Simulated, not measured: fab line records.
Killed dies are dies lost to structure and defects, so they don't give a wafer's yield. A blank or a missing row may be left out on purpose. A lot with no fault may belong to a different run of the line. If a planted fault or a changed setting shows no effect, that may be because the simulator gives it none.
fab line records | flow nand-harc
record lots=24 wafers=72 last-day=25
route steps=1159 shown A_STAIRCASE@699 A_WL_FILL@839 A_CONTACT@843
lots with no fault: from the same line, run without faults
start-h: the number of hours between the record's first day and the start of the first shown wafer of the lot | wait-h: how many hours have passed since the lot's step before this one | " repeats the value in the row above | L1.1+2: a row that stands for several wafers | - no value, or no start was given | * or withheld: withheld | < > ~ a bound
route shown NAME@n: names a module that has steps shown in the file, with the first one's number in the route | usual: average and standard deviation across the fault-free wafers | same: alike in all rows | chamber/n: place in a boat | sites: each site's reading | _std_site: how widely they spread, as a standard deviation | _edge_site: inner sites' mean taken away from outer sites' mean | radius-mm: for every site, how far away it sits from the centre of the wafer | mask NAME#n: copy n | behind: the most recent tool/chamber to have shaped the wafer | hold: what put the lot on hold/how long, in hours/how the hold closed | device: the transistor (n, p or np) that didn't switch | end of line: tests run on the same wafers once the route is complete | where a step has no rows: the recipe by itself | killed: at the first sort, the dies lost to defects and structure; wafer yield is something else | map: per-die view of a wafer (x killed, . not killed, _ where there is no die)
set.NAME: setting as actually run; set.NAME@STEP: the setting as run at that earlier step | model.NAME: the simulator's own value behind a step, which no gauge read
steps of the route over a sample of lots; a table a step, a row a wafer
services: the hour from which a tool's chamber was out of use, counted from the record's first day as start-h (under 0 if before that day), plus the number of hours and why
## steps
# step NHARC_A_STAIRCASE_ETCHBACK_416
# recipe target-depth-a=360 time-s=7.2 c4f8-flow-sccm=withheld o2-flow-sccm=8 ar-flow-sccm=withheld rf-w=600 bias-w=800 chemistry=C4F8/O2/Ar
# usual oes-product-au=0.94/0.031 rf-vpp-V=724/3.2
# columns lot.wafer tool chamber start-h wait-h oes-product-au rf-hours-counter-h rf-vpp-V
L074.4 rie-diel-05 3 - - 0.93 37 718
L074.5 " 0 " " 0.93 - 722
L074.6 " 1 " " 0.93 - 727
L075.3 rie-diel-05 1 - - 0.94 43 727
L075.5 " 1 " " 0.93 - 727
L075.6 " 2 " " 0.93 - 723
L076.1 rie-diel-04 0 - - 0.94 64 725
L076.6 " 2 " " 0.94 - 721
L076.4 " 3 " " 0.93 - 724
L078.2 rie-diel-05 3 - - 0.94 42 718
L078.5 " 1 " " 0.94 - 727
L078.6 " 2 " " 0.94 - 720
L077.1 rie-diel-11 2 - - 0.93 30 730
L077.3 " 3 " " 0.93 31 724
L077.5 " 3 " " 0.94 - 727
L079.2 rie-diel-05 1 - - 0.93 48 729
L079.1 " 2 " " 0.92 47 723
L079.6 " 2 " " 0.91 - 722
L080.2 rie-diel-11 3 - - 0.93 35 726
L080.3 " 1 " " 0.92 34 725
L080.1 " 2 " " 0.93 35 729
L081.4 rie-diel-05 3 - - 0.93 48 718
L081.3 " 1 " " 0.92 52 727
L081.6 " 0 " " 0.94 - 724
L082.4 rie-diel-04 2 - - 0.92 3 721
L082.1 " 3 " " 0.91 4 726
L082.5 " 3 " " 0.91 - 726
L084.1 rie-diel-11 3 322.78 1.6 0.93 41 726
L084.4 " 2 " " 0.93 43 731
L084.5 " 3 " " 0.93 - 725
L083.4 rie-diel-11 1 - - 0.92 42 726
L083.2 " 0 " " 0.93 41 723
L083.5 " 1 " " 0.92 - 724
L086.1 rie-diel-11 1 - - 0.92 52 726
L086.2 " 2 " " 0.93 54 729
L086.3 " 3 " " 0.93 51 726
L088.4 rie-diel-04 3 - - 0.92 24 724
L088.6 " 3 " " 0.93 - 723
L088.5 " 0 " " 0.93 - 726
L087.4 rie-diel-11 0 - - 0.93 52 723
L087.5 " 0 " " 0.94 - 724
L087.6 " 1 " " 0.92 - 727
L085.4 rie-diel-11 1 - - 0.92 57 725
L085.6 " 2 " " 0.94 - 729
L085.5 " 3 " " 0.94 - 726
L091.2 rie-diel-04 2 - - 0.92 33 720
L091.4 " 3 " " 0.93 34 723
L091.6 " 2 " " 0.91 - 720
L089.3 rie-diel-04 3 - - 0.92 34 724
L089.1 " 0 " " 0.94 33 724
L089.6 " 2 " " 0.92 - 720
L090.2 rie-diel-11 0 - - 1.01 0 722
L090.4 " 3 " " 1.01 0 726
L090.5 " 0 " " 1.00 - 722
L092.3 rie-diel-11 2 - - 1.02 0 729
L092.2 " 0 " " 1.01 0 723
L092.6 " 1 " " 1.00 - 726
L093.2 rie-diel-11 3 - - 1.01 2 725
L093.1 " 0 " " 1.01 1 722
L093.3 " 1 " " 1.00 1 724
L095.4 rie-diel-11 3 - - 1.00 2 725
L095.2 " 0 " " 1.00 2 723
L095.6 " 3 " " 1.01 - 727
L094.4 rie-diel-05 2 - - 0.93 17 722
L094.1 " 0 " " 0.93 12 723
L094.6 " 3 " " 0.92 - 718
L096.3 rie-diel-05 2 - - 0.93 19 721
L096.2 " 3 " " 0.92 19 717
L096.5 " 0 " " 0.93 - 724
L097.2 rie-diel-04 3 - - 0.93 42 724
L097.1 " 1 " " 0.92 42 721
L097.6 " 0 " " 0.93 - 726
# step NHARC_A_WL_FILL_INSPECT_15
# usual raw-defect-count=401/120
# columns lot.wafer tool chamber start-h wait-h raw-defect-count
L074.4 defect-inspect-02 - 368.44 0.0 271
L074.5 " - " " 570
L074.6 " - " " 278
L078.2 defect-inspect-02 - 371.66 0.0 418
L078.5 " - " " 308
L078.6 " - " " 383
L075.3 defect-inspect-01 - 375.58 0.0 249
L075.5 " - " " 511
L075.6 " - " " 219
L076.1 defect-inspect-02 - 384.18 0.0 250
L076.4 " - " " 273
L076.6 " - " " 406
L077.1 defect-inspect-01 - 392.51 0.0 325
L077.3 " - " " 341
L077.5 " - " " 274
L079.1 defect-inspect-01 - 398.25 0.0 483
L079.2 " - " " 385
L079.6 " - " " 331
L081.3 defect-inspect-02 - 403.08 0.0 488
L081.4 " - " " 412
L081.6 " - " " 382
L080.1 defect-inspect-02 - 410.43 0.0 408
L080.2 " - " " 384
L080.3 " - " " 329
L082.1 defect-inspect-01 - 416.79 0.0 541
L082.4 " - " " 359
L082.5 " - " " 389
L084.1 defect-inspect-01 - 424.38 0.0 446
L084.4 " - " " 336
L084.5 " - " " 377
L083.2 defect-inspect-01 - 424.47 0.1 422
L083.4 " - " " 669
L083.5 " - " " 479
L088.4 defect-inspect-02 - 453.51 0.0 372
L088.5 " - " " 547
L088.6 " - " " 420
L086.1 defect-inspect-01 - 454.18 0.0 545
L086.2 " - " " 481
L086.3 " - " " 333
L087.4 defect-inspect-01 - 457.83 0.0 284
L087.5 " - " " 386
L087.6 " - " " 403
L085.4 defect-inspect-01 - 465.65 0.0 454
L085.5 " - " " 340
L085.6 " - " " 507
L090.2 defect-inspect-01 - 467.80 0.0 699
L090.4 " - " " 463
L090.5 " - " " 526
L093.1 defect-inspect-01 - 469.95 0.0 420
L093.2 " - " " 266
L093.3 " - " " 253
L091.2 defect-inspect-01 - 477.05 0.1 392
L091.4 " - " " 398
L091.6 " - " " 622
L095.2 defect-inspect-01 - 477.75 0.0 783
L095.4 " - " " 543
L095.6 " - " " 668
L092.2 defect-inspect-01 - 482.38 0.0 404
L092.3 " - " " 599
L092.6 " - " " 460
L089.1 defect-inspect-01 - 482.58 0.0 230
L089.3 " - " " 293
L089.6 " - " " 329
L094.1 defect-inspect-01 - 487.52 0.0 310
L094.4 " - " " 386
L094.6 " - " " 411
L097.1 defect-inspect-02 - 494.23 0.0 306
L097.2 " - " " 266
L097.6 " - " " 289
L096.2 defect-inspect-01 - 498.56 0.0 353
L096.3 " - " " 361
L096.5 " - " " 338
# step NHARC_A_CONTACT_DEP_29
# recipe target-thk-a=700 target-thk-nm=70 temp-c=400 pressure-torr=3.5 flow-sccm=200 rf-w=350 material=SiON
# usual heater-power-w=792/150
# columns lot.wafer tool chamber start-h wait-h heater-power-w
L074.6 pecvd-04 0 374.81 0.2 857
L074.4 " 1 " " 737
L074.5 " 2 " " 736
L078.2 pecvd-03 0 376.83 1.5 720
L078.5 " 0 " " 611
L078.6 " 2 " " 795
L075.3 pecvd-01 1 380.90 1.2 968
L075.5 " 2 " " 728
L075.6 " 1 " " 1007
L076.1 pecvd-01 1 387.42 1.9 1145
L076.4 " 0 " " 747
L076.6 " 1 " " 930
L077.1 pecvd-01 0 395.91 1.9 702
L077.3 " 1 " " 1120
L077.5 " 0 " " 699
L079.1 pecvd-01 0 401.19 1.9 741
L079.2 " 1 " " 1011
L079.6 " 0 " " 728
L081.3 pecvd-01 1 406.71 1.1 1145
L081.6 " 1 " " 1175
L081.4 " 2 " " 795
L080.1 pecvd-01 1 413.32 1.9 976
L080.3 " 2 " " 697
L080.2 " 0 " " 730
L082.1 pecvd-04 2 421.30 1.8 666
L082.5 " 2 " " 659
L082.4 " 0 " " 827
L084.1 pecvd-03 1 427.36 1.9 597
L084.5 " 0 " " 739
L084.4 " 1 " " 605
L083.2 pecvd-04 0 427.67 1.5 882
L083.4 " 0 " " 883
L083.5 " 1 " " 802
L088.5 pecvd-04 0 456.67 0.5 874
L088.4 " 1 " " 900
L088.6 " 2 " " 657
L086.3 pecvd-04 0 457.33 1.1 744
L086.1 " 1 " " 890
L086.2 " 2 " " 745
L087.6 pecvd-01 2 460.86 0.1 667
L087.5 " 0 " " 654
L087.4 " 1 " " 1168
L085.4 pecvd-03 2 469.69 0.8 835
L085.6 " 0 " " 685
L085.5 " 1 " " 711
L090.2 pecvd-03 1 470.75 1.5 712
L090.4 " 0 " " 693
L090.5 " 2 " " 814
L093.1 pecvd-01 0 473.05 1.9 659
L093.3 " 1 " " 1040
L093.2 " 2 " " 758
L091.2 pecvd-01 2 481.84 1.5 768
L091.6 " 2 " " 780
L091.4 " 0 " " 657
L095.2 pecvd-01 2 484.03 1.5 714
L095.4 " 2 " " 718
L095.6 " 0 " " 667
L092.3 pecvd-03 2 489.99 1.1 703
L092.2 " 0 " " 646
L092.6 " 1 " " 753
L089.1 pecvd-01 0 490.11 1.9 665
L089.3 " 2 " " 737
L089.6 " 0 " " 671
L094.1 pecvd-03 2 495.33 1.9 807
L094.4 " 2 " " 808
L094.6 " 0 " " 565
L097.1 pecvd-03 0 500.64 1.9 596
L097.2 " 1 " " 762
L097.6 " 2 " " 794
L096.3 pecvd-01 0 504.43 1.2 656
L096.2 " 1 " " 1122
L096.5 " 0 " " 687
# step NHARC_A_CONTACT_CD_MEAS_42
# recipe target-cd-nm=200 landing-energy-ev=500
# usual cd-nm=200.0/0.42
# columns lot.wafer tool chamber start-h wait-h cd-nm
L074.4 cd-sem-02 0 375.46 - 199.8
L074.5 " 0 " " 199.9
L074.6 " 0 " " 200.0
L078.2 cd-sem-02 0 377.43 - 200.3
L078.5 " 0 " " 199.7
L078.6 " 0 " " 200.5
L075.3 cd-sem-02 0 381.59 - 200.2
L075.5 " 0 " " 200.2
L075.6 " 0 " " 200.3
L076.1 cd-sem-01 0 388.09 - 199.9
L076.4 " 0 " " 199.4
L076.6 " 0 " " 200.0
L077.1 cd-sem-01 0 396.51 - 200.1
L077.3 " 0 " " 199.0
L077.5 " 0 " " 199.1
L079.1 cd-sem-01 0 401.88 - 200.3
L079.2 " 0 " " 199.7
L079.6 " 0 " " 200.3
L081.3 cd-sem-03 0 407.31 - 200.7
L081.4 " 0 " " 200.4
L081.6 " 0 " " 200.1
L080.1 cd-sem-03 0 414.05 - 200.5
L080.2 " 0 " " 200.0
L080.3 " 0 " " 200.1
L082.1 cd-sem-03 0 422.02 - 199.3
L082.4 " 0 " " 199.3
L082.5 " 0 " " 199.1
L084.1 cd-sem-01 0 427.93 - 200.0
L084.4 " 0 " " 199.4
L084.5 " 0 " " 199.2
L083.2 cd-sem-01 0 428.24 - 199.3
L083.4 " 0 " " 199.5
L083.5 " 0 " " 200.1
L088.4 cd-sem-02 0 457.19 - 200.3
L088.5 " 0 " " 200.0
L088.6 " 0 " " 200.2
L086.1 cd-sem-01 0 458.05 - 199.6
L086.2 " 0 " " 199.8
L086.3 " 0 " " 199.2
L087.4 cd-sem-03 0 461.50 - 200.2
L087.5 " 0 " " 199.6
L087.6 " 0 " " 199.7
L085.4 cd-sem-02 0 470.33 - 199.9
L085.5 " 0 " " 200.5
L085.6 " 0 " " 200.3
L090.2 cd-sem-03 0 471.45 - 200.0
L090.4 " 0 " " 200.2
L090.5 " 0 " " 200.1
L093.1 cd-sem-03 0 473.65 - 199.9
L093.2 " 0 " " 200.3
L093.3 " 0 " " 199.8
L091.2 cd-sem-02 0 482.53 - 199.9
L091.4 " 0 " " 199.9
L091.6 " 0 " " 199.9
L095.2 cd-sem-02 0 484.73 - 200.4
L095.4 " 0 " " 199.4
L095.6 " 0 " " 200.0
L092.2 cd-sem-03 0 490.71 - 200.1
L092.3 " 0 " " 199.5
L092.6 " 0 " " 199.7
L089.1 cd-sem-03 0 490.86 - 199.2
L089.3 " 0 " " 199.1
L089.6 " 0 " " 199.6
L094.1 cd-sem-01 0 496.02 - 199.5
L094.4 " 0 " " 200.6
L094.6 " 0 " " 200.0
L097.1 cd-sem-02 0 501.36 - 200.1
L097.2 " 0 " " 200.3
L097.6 " 0 " " 200.0
L096.2 cd-sem-01 0 505.13 - 200.2
L096.3 " 0 " " 200.3
L096.5 " 0 " " 200.6
# step NHARC_A_CONTACT_ETCH_51
# recipe target-depth-a=36000 over-etch-frac=0.3 time-s=936 ion-energy-ev=150 o2-flow-sccm=400 cos-flow-sccm=20 ar-flow-sccm=0 rf-w=500 bias-w=300 chemistry=O2/COS
# usual drypump-motor-current-A=5.7/0.39 oes-product-au=1.002/0.0089 rf-vpp-V=314.5/1.8 showerhead-plenum-p-Torr=3.15/0.12 throttle-valve-pct=28.330/0.0088
# columns lot.wafer tool chamber start-h wait-h drypump-motor-current-A oes-product-au rf-hours-counter-h rf-vpp-V showerhead-plenum-p-Torr throttle-valve-pct
L074.4 rie-diel-03 1 - - 5.5 1.014 24 317.3 3.32 28.334
L074.6 " 1 " " 5.6 1.008 - 317.8 3.32 28.322
L074.5 " 2 " " 5.4 0.989 - 317.1 3.23 28.319
L078.2 rie-diel-03 1 - - 5.6 1.008 25 317.0 3.32 28.323
L078.6 " 0 " " 5.4 0.999 - 311.6 2.95 28.334
L078.5 " 1 " " 5.5 0.997 - 316.2 3.32 28.343
L075.3 rie-diel-03 1 - - 5.6 1.006 26 315.2 3.32 28.336
L075.5 " 3 " " 6.3 0.997 - 315.7 3.22 28.333
L075.6 " 0 " " 5.4 0.994 - 311.2 2.94 28.330
L076.1 rie-diel-11 2 - - 6.1 1.006 5 315.7 3.31 28.335
L076.4 " 3 " " 5.9 0.989 5 314.1 3.18 28.348
L076.6 " 1 " " 5.5 0.986 - 314.7 3.17 28.332
L077.3 rie-diel-11 0 - - 5.3 0.999 6 313.2 3.10 28.332
L077.1 " 3 " " 5.9 1.010 7 315.5 3.18 28.340
L077.5 " 0 " " 5.3 1.003 - 313.6 3.10 28.331
L079.2 rie-diel-03 3 - - 6.4 1.000 0 314.9 3.22 28.345
L079.1 " 2 " " 5.4 0.984 0 315.9 3.23 28.342
L079.6 " 0 " " 5.4 1.009 - 311.5 2.94 28.343
L081.4 rie-diel-04 0 - - 5.9 1.009 44 315.2 3.17 28.315
L081.3 " 1 " " 5.0 1.006 46 313.0 3.06 28.324
L081.6 " 0 " " 6.0 1.009 - 313.9 3.17 28.343
L080.3 rie-diel-03 0 - - 5.4 1.004 2 311.8 2.94 28.323
L080.1 " 2 " " 5.3 1.001 2 315.8 3.22 28.333
L080.2 " 3 " " 6.4 1.014 2 315.5 3.22 28.325
L082.4 rie-diel-11 3 - - 5.9 1.005 17 314.4 3.18 28.343
L082.1 " 2 " " 6.1 1.018 17 316.1 3.30 28.343
L082.5 " 3 " " 5.9 1.003 - 314.5 3.18 28.329
L084.1 rie-diel-03 1 - - 5.6 0.999 2 316.9 3.31 28.344
L084.4 " 0 " " 5.4 0.986 4 312.1 2.94 28.337
L084.5 " 1 " " 5.5 0.995 - 316.7 3.31 28.341
L083.2 rie-diel-04 0 - - 5.9 1.021 54 314.9 3.17 28.335
L083.4 " 2 " " 5.7 1.006 55 313.8 3.02 28.317
L083.5 " 3 " " 6.2 1.018 - 315.0 3.12 28.339
L088.4 rie-diel-03 3 - - 6.3 1.006 9 315.6 3.22 28.336
L088.6 " 3 " " 6.3 0.990 - 316.8 3.22 28.324
L088.5 " 0 " " 5.4 1.000 - 310.7 2.94 28.325
L086.3 rie-diel-04 2 - - 5.6 1.010 65 311.8 3.02 28.329
L086.1 " 0 " " 5.9 1.016 64 314.8 3.16 28.332
L086.2 " 1 " " 5.0 1.008 64 311.9 3.06 28.327
L087.4 rie-diel-11 2 - - 6.1 1.016 28 315.4 3.30 28.339
L087.6 " 1 " " 5.5 1.015 - 315.1 3.16 28.328
L087.5 " 2 " " 6.1 1.025 - 317.2 3.30 28.314
L085.4 rie-diel-03 2 - - 5.4 0.998 11 316.5 3.22 28.320
L085.6 " 2 " " 5.4 0.990 - 315.7 3.22 28.317
L085.5 " 3 " " 6.3 0.999 - 316.2 3.21 28.320
L090.2 rie-diel-11 0 - - 5.3 1.009 34 314.2 3.08 28.342
L090.4 " 1 " " 5.5 0.999 31 314.4 3.16 28.339
L090.5 " 0 " " 5.3 1.006 - 313.5 3.08 28.345
L093.1 rie-diel-03 3 - - 6.4 0.993 12 315.5 3.21 28.341
L093.3 " 0 " " 5.4 0.987 12 311.6 2.94 28.331
L093.2 " 1 " " 5.6 0.995 10 316.2 3.31 28.328
L091.2 rie-diel-03 0 - - 5.4 0.989 14 312.7 2.94 28.346
L091.4 " 3 " " 6.3 0.991 - 315.3 3.21 28.329
L091.6 " 0 " " 5.4 1.005 - 312.8 2.94 28.328
L095.2 rie-diel-11 0 - - 5.3 1.004 41 313.2 3.08 28.341
L095.4 " 2 " " 6.1 1.003 39 317.2 3.29 28.332
L095.6 " 3 " " 5.9 1.000 - 314.8 3.16 28.337
L092.2 rie-diel-03 1 - - 5.6 1.003 12 317.4 3.31 28.342
L092.3 " 2 " " 5.4 0.983 15 314.4 3.22 28.326
L092.6 " 0 " " 5.4 0.998 - 310.4 2.94 28.323
L089.1 rie-diel-11 0 - - 5.3 1.004 42 314.2 3.08 28.324
L089.3 " 1 " " 5.5 1.005 40 314.6 3.16 28.327
L089.6 " 3 " " 5.9 1.014 - 314.2 3.16 28.330
L094.4 rie-diel-04 3 - - 6.2 1.010 10 314.3 3.11 28.344
L094.1 " 0 " " 6.0 1.004 10 315.0 3.15 28.321
L094.6 " 3 " " 6.2 0.996 - 313.3 3.11 28.338
L097.1 rie-diel-03 1 - - 5.5 1.000 14 318.0 3.31 28.328
L097.2 " 2 " " 5.4 0.991 16 315.0 3.22 28.335
L097.6 " 0 " " 5.4 0.988 - 310.6 2.93 28.322
L096.3 rie-diel-04 1 - - 5.0 1.006 11 314.0 3.05 28.336
L096.2 " 2 " " 5.6 0.998 12 311.6 3.01 28.338
L096.5 " 0 " " 5.9 1.007 - 314.5 3.15 28.329
# step NHARC_A_CONTACT_ETCH_119
# recipe source-w=withheld pressure-mtorr=20 bias-v=3000 time-s=94 target-depth-a=9220 ar-flow-sccm=withheld c4f8-flow-sccm=withheld o2-flow-sccm=withheld chemistry=C4F8/O2/Ar
# columns lot.wafer tool chamber start-h wait-h rf-hours-counter-h
L074.4 har-cap-etch-03 1 377.75 0.1 -
L074.6 " 1 " " -
L074.5 " 0 " " -
L078.2 har-cap-etch-01 0 379.76 0.1 57
L078.5 " 1 " " -
L078.6 " 0 " " -
L075.3 har-cap-etch-02 0 383.93 0.1 -
L075.5 " 1 " " -
L075.6 " 0 " " -
L076.1 har-cap-etch-01 0 390.52 0.1 60
L076.4 " 1 " " -
L076.6 " 0 " " -
L077.1 har-cap-etch-01 1 398.79 0.1 62
L077.3 " 0 " " -
L077.5 " 1 " " -
L079.1 har-cap-etch-03 1 404.20 0.1 86
L079.2 " 0 " " 86
L079.6 " 0 " " -
L081.3 har-cap-etch-02 1 409.69 0.1 -
L081.4 " 0 " " -
L081.6 " 0 " " -
L080.2 har-cap-etch-02 1 416.57 0.1 17
L080.1 " 0 " " 17
L080.3 " 1 " " -
L082.1 har-cap-etch-03 0 424.32 0.1 89
L082.4 " 0 " " -
L082.5 " 1 " " -
L084.1 har-cap-etch-03 1 430.21 0.1 91
L084.4 " 0 " " -
L084.5 " 1 " " -
L083.2 har-cap-etch-02 1 430.58 0.1 20
L083.4 " 0 " " -
L083.5 " 1 " " -
L088.4 har-cap-etch-03 0 459.52 0.1 -
L088.6 " 1 " " -
L088.5 " 0 " " -
L086.1 har-cap-etch-02 0 460.33 0.1 23
L086.2 " 1 " " 23
L086.3 " 1 " " -
L087.4 har-cap-etch-01 1 464.24 0.1 -
L087.5 " 0 " " -
L087.6 " 1 " " -
L085.4 har-cap-etch-01 1 472.85 0.1 -
L085.5 " 0 " " -
L085.6 " 1 " " -
L090.2 har-cap-etch-02 0 474.65 0.1 26
L090.4 " 1 " " -
L090.5 " 0 " " -
L093.1 har-cap-etch-01 0 476.50 0.1 73
L093.2 " 1 " " 73
L093.3 " 1 " " -
L091.2 har-cap-etch-02 0 485.11 0.1 27
L091.4 " 1 " " -
L091.6 " 0 " " -
L095.2 har-cap-etch-03 1 487.13 0.1 100
L095.4 " 0 " " -
L095.6 " 1 " " -
L092.2 har-cap-etch-03 0 493.03 0.1 101
L092.3 " 1 " " -
L092.6 " 1 " " -
L089.1 har-cap-etch-01 0 493.22 0.1 77
L089.3 " 1 " " -
L089.6 " 1 " " -
L094.1 har-cap-etch-02 1 498.33 0.1 30
L094.4 " 0 " " -
L094.6 " 0 " " -
L097.2 har-cap-etch-01 1 503.65 0.1 80
L097.1 " 0 " " 80
L097.6 " 1 " " -
L096.2 har-cap-etch-03 1 507.40 0.1 105
L096.3 " 1 " " -
L096.5 " 0 " " -
## services
# columns tool chamber start-h hours kind
pecvd-01 0 249.06 136.3 repair
rie-diel-04 1 253.92 2.7 repair
rie-diel-04 1 275.49 13.2 repair
rie-diel-04 2 286.14 9.2 repair
rie-diel-04 - 289.06 9.0 pm
pecvd-03 - 292.00 13.0 pm
har-cap-etch-02 - 294.27 0.2 repair
rie-diel-03 1 303.35 6.5 repair
rie-diel-11 1 304.97 3.8 repair
har-cap-etch-02 - 305.00 17.0 pm
rie-diel-05 2 305.93 9.1 repair
rie-diel-11 - 310.36 0.3 repair
rie-diel-05 1 323.17 52.0 repair
har-cap-etch-01 - 339.83 1.1 repair
rie-diel-11 3 350.25 3.7 repair
har-cap-etch-02 - 354.05 0.3 repair
rie-diel-11 2 399.95 2.8 repair
rie-diel-03 1 413.39 7.9 repair
pecvd-01 - 418.14 13.0 pm
har-cap-etch-01 - 427.59 2.5 repair
pecvd-01 1 440.65 8.3 repair
rie-diel-11 1 442.47 8.3 repair
rie-diel-04 - 466.06 9.0 pm
rie-diel-04 - 491.98 0.2 repair
## key
fault none
